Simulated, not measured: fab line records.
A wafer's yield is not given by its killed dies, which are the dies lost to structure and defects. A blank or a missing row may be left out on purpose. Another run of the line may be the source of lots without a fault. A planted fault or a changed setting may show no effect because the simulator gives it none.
Chamber matching    flow n5-finfet    N5_MOL_CONTACT_COAG_DESCUM_88 on rie-diel-02 has 4 sister chambers
The step chemistry O2, time 7 s. 14 wafers are shown with their chamber, then 7 later ones without.

== EACH WAFER AND ITS CHAMBER ==
wafer   chamber  showerhead-plenum-p-Torr (Torr)  throttle-valve-pct (%)  drypump-motor-current-A (A)
L074.1  0        2.03                             20.43                   5.6
L074.2  1        2.10                             20.23                   6.1
L074.5  1        2.10                             20.22                   6.1
L075.1  2        2.09                             20.76                   6.0
L075.2  3        2.11                             20.29                   6.1
L075.3  0        2.03                             20.43                   5.6
L081.3  1        2.10                             20.25                   6.1
L081.5  3        2.11                             20.31                   6.1
L081.6  2        2.08                             20.77                   5.9
L083.2  2        2.08                             20.78                   6.0
L083.5  0        2.03                             20.45                   5.7
L083.6  1        2.10                             20.27                   6.1
L085.1  2        2.08                             20.79                   5.9
L085.2  0        2.03                             20.46                   5.6

SIGNATURES (averages over the wafers above)
reading                   chamber 0  chamber 1  chamber 2  chamber 3  scatter within a chamber
showerhead-plenum-p-Torr  2.0300     2.1000     2.0825     2.1100     0.00274
throttle-valve-pct        20.4425    20.2425    20.7750    20.3000    0.0169
drypump-motor-current-A   5.625      6.100      5.950      6.100      0.0418
Rule: distance of a wafer from a chamber = root of the sum over the readings of ((wafer's reading minus chamber's mean) / reading's scatter) squared. The wafer belongs to the nearest chamber; if the next one is less than 2 further off, it can't be placed. The scatter is the square root of a quotient: the sum, over the shown wafers, of each reading's squared deviation from its chamber's mean, divided by wafers minus chambers.

== WAFERS WHOSE CHAMBER IS MISSING ==
wafer   showerhead-plenum-p-Torr (Torr)  throttle-valve-pct (%)  drypump-motor-current-A (A)
L085.3  2.11                             20.32                   6.1
L091.1  2.09                             20.27                   6.1
L091.4  2.02                             20.47                   5.6
L091.6  2.09                             20.28                   6.1
L096.1  2.09                             20.30                   6.1
L096.2  2.10                             20.34                   6.0
L096.3  2.07                             20.81                   5.9

== THE CHAMBER EACH PASSED THROUGH ==
wafer   from the rows above      in truth
L085.3  3                        3
L091.1  1                        1
L091.4  0                        0
L091.6  1                        1
L096.1  1                        1
L096.2  can't be placed: 3 or 1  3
L096.3  2                        2
Correctly placed: 6 of 7. Can't be placed from these rows: 1 (the true chamber is among the candidates in 1). Number placed wrongly: 0.
